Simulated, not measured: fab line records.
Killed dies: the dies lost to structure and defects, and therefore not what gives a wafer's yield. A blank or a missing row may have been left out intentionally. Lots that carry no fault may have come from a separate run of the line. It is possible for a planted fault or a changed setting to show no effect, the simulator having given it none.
Split-lot experiment :: flow n5Finfet :: on a route of 1938 steps: 7 lots, 21 wafers read

== SPLIT DETAILS ==
At N5_BEOL_M3_COAT_76 (time 60 s, resist thk 5 nm), the setting spinRpm was moved away from the recipe's 1500 rpm on 9 of the 21 wafers read, by -9.7% to +10.1%. The other wafers ran this setting at the recipe's value.

== FROM THE SPLIT TO THE READING: what the file shows between them, 4 steps ==
- N5_BEOL_M3_EXPOSE_25: exposes mask V2, defocus 5 nm (also split here: doseMj)
- N5_BEOL_M3_PEB_26: peb time 60 s
- N5_BEOL_M3_DEVELOP_27: develop time 30 s
- N5_BEOL_M3_DESCUM_33: chemistry O2, time 7 s

== THE READING ==
etch.depthNm (the simulator's own value, which no gauge read), in nm, at N5_BEOL_M3_ETCH_77 (etches underlayer in N2/H2, target depth 6.5 nm, time 5.2 s). The file gives no usual value for it. Here, 12 wafers ran the recipe; their average is 4.990 nm with a standard deviation of 0.017 nm.

wafer: L076.1
tool, chamber at the split: lithoTrack-03, 0
spinRpm as run, rpm: 1388
against the recipe: -7.5%
etch.depthNm, nm: 5.181
against lot-mates on the recipe: +0.193

wafer: L076.4
tool, chamber at the split: lithoTrack-03, 0
spinRpm as run, rpm: 1500
against the recipe: recipe
etch.depthNm, nm: 4.988
against lot-mates on the recipe: -

wafer: L076.6
tool, chamber at the split: lithoTrack-03, 0
spinRpm as run, rpm: 1388
against the recipe: -7.5%
etch.depthNm, nm: 5.198
against lot-mates on the recipe: +0.210

wafer: L079.1
tool, chamber at the split: lithoTrack-03, 0
spinRpm as run, rpm: 1652
against the recipe: +10.1%
etch.depthNm, nm: 4.755
against lot-mates on the recipe: -0.227

wafer: L079.3
tool, chamber at the split: lithoTrack-03, 0
spinRpm as run, rpm: 1500
against the recipe: recipe
etch.depthNm, nm: 4.982
against lot-mates on the recipe: -

wafer: L079.6
tool, chamber at the split: lithoTrack-03, 0
spinRpm as run, rpm: 1652
against the recipe: +10.1%
etch.depthNm, nm: 4.739
against lot-mates on the recipe: -0.243

wafer: L080.1
tool, chamber at the split: lithoTrack-01, 0
spinRpm as run, rpm: 1500
against the recipe: recipe
etch.depthNm, nm: 4.968
against lot-mates on the recipe: -

wafer: L080.3
tool, chamber at the split: lithoTrack-01, 0
spinRpm as run, rpm: 1500
against the recipe: recipe
etch.depthNm, nm: 4.963
against lot-mates on the recipe: -

wafer: L080.4
tool, chamber at the split: lithoTrack-01, 0
spinRpm as run, rpm: 1544
against the recipe: +2.9%
etch.depthNm, nm: 4.904
against lot-mates on the recipe: -0.062

wafer: L082.2
tool, chamber at the split: lithoTrack-01, 0
spinRpm as run, rpm: 1354
against the recipe: -9.7%
etch.depthNm, nm: 5.261
against lot-mates on the recipe: +0.256

wafer: L082.3
tool, chamber at the split: lithoTrack-01, 0
spinRpm as run, rpm: 1500
against the recipe: recipe
etch.depthNm, nm: 5.005
against lot-mates on the recipe: -

wafer: L082.5
tool, chamber at the split: lithoTrack-01, 0
spinRpm as run, rpm: 1354
against the recipe: -9.7%
etch.depthNm, nm: 5.273
against lot-mates on the recipe: +0.268

wafer: L086.2
tool, chamber at the split: lithoTrack-01, 0
spinRpm as run, rpm: 1500
against the recipe: recipe
etch.depthNm, nm: 5.012
against lot-mates on the recipe: -

wafer: L086.3
tool, chamber at the split: lithoTrack-01, 0
spinRpm as run, rpm: 1500
against the recipe: recipe
etch.depthNm, nm: 4.996
against lot-mates on the recipe: -

wafer: L086.5
tool, chamber at the split: lithoTrack-01, 0
spinRpm as run, rpm: 1500
against the recipe: recipe
etch.depthNm, nm: 5.002
against lot-mates on the recipe: -

wafer: L089.2
tool, chamber at the split: lithoTrack-03, 0
spinRpm as run, rpm: 1500
against the recipe: recipe
etch.depthNm, nm: 4.985
against lot-mates on the recipe: -

wafer: L089.4
tool, chamber at the split: lithoTrack-03, 0
spinRpm as run, rpm: 1500
against the recipe: recipe
etch.depthNm, nm: 4.982
against lot-mates on the recipe: -

wafer: L089.6
tool, chamber at the split: lithoTrack-03, 0
spinRpm as run, rpm: 1500
against the recipe: recipe
etch.depthNm, nm: 4.975
against lot-mates on the recipe: -

wafer: L090.1
tool, chamber at the split: lithoTrack-01, 0
spinRpm as run, rpm: 1456
against the recipe: -2.9%
etch.depthNm, nm: 5.084
against lot-mates on the recipe: +0.061

wafer: L090.5
tool, chamber at the split: lithoTrack-01, 0
spinRpm as run, rpm: 1500
against the recipe: recipe
etch.depthNm, nm: 5.023
against lot-mates on the recipe: -

wafer: L090.6
tool, chamber at the split: lithoTrack-01, 0
spinRpm as run, rpm: 1456
against the recipe: -2.9%
etch.depthNm, nm: 5.101
against lot-mates on the recipe: +0.078

FIT RESULTS
A straight line over all 21 wafers: etch.depthNm changes by -0.0264 nm for each +1% of spinRpm; r = -0.99; the points scatter about the line by 0.019 nm.
The same after taking each lot's own level away (the mean of its wafers on the recipe; 21 wafers): -0.0251 nm for each +1%; r = -1.00; scatter 0.011 nm.
According to that fit, moving spinRpm by its largest amount changes the reading by 0.25 nm.
The span of the lots' own levels, 4.9655 to 5.0230 nm, comes to 3.3 times the standard deviation stated above.
The two slopes agree, so the slope changes little with the lot-to-lot level.
Check: -0.258 nm against its lot-mates is what the line predicts for one of the wafers moved furthest among these (+10.1%) when that wafer is left out of the fit. It came out at -0.227 nm against them.

== THESE WAFERS: OTHER SPLITS ==
These wafers also went through other splits before the reading. Each is held against what the fit with the lots' levels taken away leaves over:
other split on the same wafers: N5_BEOL_M1_ETCH_64 sourceW
wafers away from the commonest value: 10
r with etch.depthNm (lot level and that fit taken away): +0.01

other split on the same wafers: N5_BEOL_M1_COAT_22 spinRpm
wafers away from the commonest value: 7
r with etch.depthNm (lot level and that fit taken away): -0.27

other split on the same wafers: N5_BEOL_M2_DESCUM_16 timeS
wafers away from the commonest value: 7
r with etch.depthNm (lot level and that fit taken away): -0.16

other split on the same wafers: N5_BEOL_M2_ETCH_64 sourceW
wafers away from the commonest value: 8
r with etch.depthNm (lot level and that fit taken away): -0.41

other split on the same wafers: N5_BEOL_M3_COAT_62 spinRpm
wafers away from the commonest value: 3
r with etch.depthNm (lot level and that fit taken away): -0.01

other split on the same wafers: N5_BEOL_M3_EXPOSE_25 doseMj
wafers away from the commonest value: 6
r with etch.depthNm (lot level and that fit taken away): +0.09

== FILE'S OWN FIT ==
etch.depthNm changes by -0.0252 nm for each +1% of spinRpm, r = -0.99.
